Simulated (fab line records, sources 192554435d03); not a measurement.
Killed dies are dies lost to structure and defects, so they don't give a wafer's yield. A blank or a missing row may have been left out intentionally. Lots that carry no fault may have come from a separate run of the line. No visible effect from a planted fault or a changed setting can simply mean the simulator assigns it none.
Which of the tools did it?	flow n5-finfet	72 wafers sampled from 24 lots at 1 step of a route of 1938

WHAT THE GAUGES SHOWED, per wafer
N5_BEOL_M6_OVL_MEAS_29. Usual: for V5_OVL the level is -0.3 nm and the standard deviation is 0.69.
lot	measured	on	V5_OVL (nm)	flag
L075	day 9 10:01	overlay-02	-0.6 0.3 -0.6	
L074	day 9 12:44	overlay-01	0.2 0.2 0.5	
L076	day 10 00:45	overlay-01	0.0 -0.4 0.3	
L077	day 10 03:57	overlay-01	-1.3 -1.0 -0.4	
L078	day 10 07:19	overlay-01	1.1 0.6 0.5	
L081	day 10 16:58	overlay-02	0.1 0.2 -1.0	
L082	day 11 05:11	overlay-01	-0.1 -0.6 0.6	
L080	day 11 11:43	overlay-02	-0.1 -0.7 -0.2	
L079	day 11 11:46	overlay-01	-2.1 -2.6 -1.7	
L084	day 11 15:43	overlay-02	-0.4 -0.5 -0.7	
L083	day 11 19:32	overlay-02	-0.4 0.1 0.4	
L085	day 12 02:17	overlay-02	-0.8 0.2 -1.1	
L086	day 12 02:20	overlay-01	0.1 -0.7 -1.0	
L087	day 12 18:58	overlay-01	-0.2 -0.1 -0.6	
L090	day 12 19:05	overlay-01	-0.6 -0.3 -0.7	
L088	day 13 01:25	overlay-02	1.2 0.4 0.5	
L089	day 13 06:47	overlay-01	0.3 1.2 1.8	
L092	day 13 11:50	overlay-02	-1.3 -0.7 -0.3	
L091	day 13 11:59	overlay-02	0.3 0.0 -0.1	
L093	day 13 15:11	overlay-02	-0.1 -0.7 -0.1	
L094	day 14 06:47	overlay-02	-1.5 -0.6 -0.1	
L095	day 14 18:45	overlay-01	-0.7 -0.9 0.2	
L097	day 14 21:38	overlay-02	-0.1 0.9 0.0	
L096	day 15 01:11	overlay-02	-0.4 -0.4 -1.9	

WHICH TOOL RAN EACH LOT (tool, then ch and the chambers of the sampled wafers, then the start)
Before these readings, the record contains no process step.

AS READ BY THE TOOLS THEMSELVES (means over the sampled wafers that have a number; for cases with no such wafer, the mark the record gives instead)
The record holds no such reading with a usual standard deviation.

THE ANSWER, worked out from the rows above alone
Rule: a lot is off if the mean of its wafers that have a number lies more than 3 standard deviations from the usual mean. A lot without any number at a reading at which 4 lots or more have one is off too. Where the step has rows for the other lots, those lots are counted as sound. The gauges are gone through in route order, then the tools' own readings, and for those a lot's mean is taken as printed above. At the first step where some lot is off, the reading lying furthest off is the one used; lots without a number count as furthest.
No lot is off on any of the readings shown, so nothing can be concluded from this.

WHAT HAD BEEN PUT IN BY THE SIMULATOR
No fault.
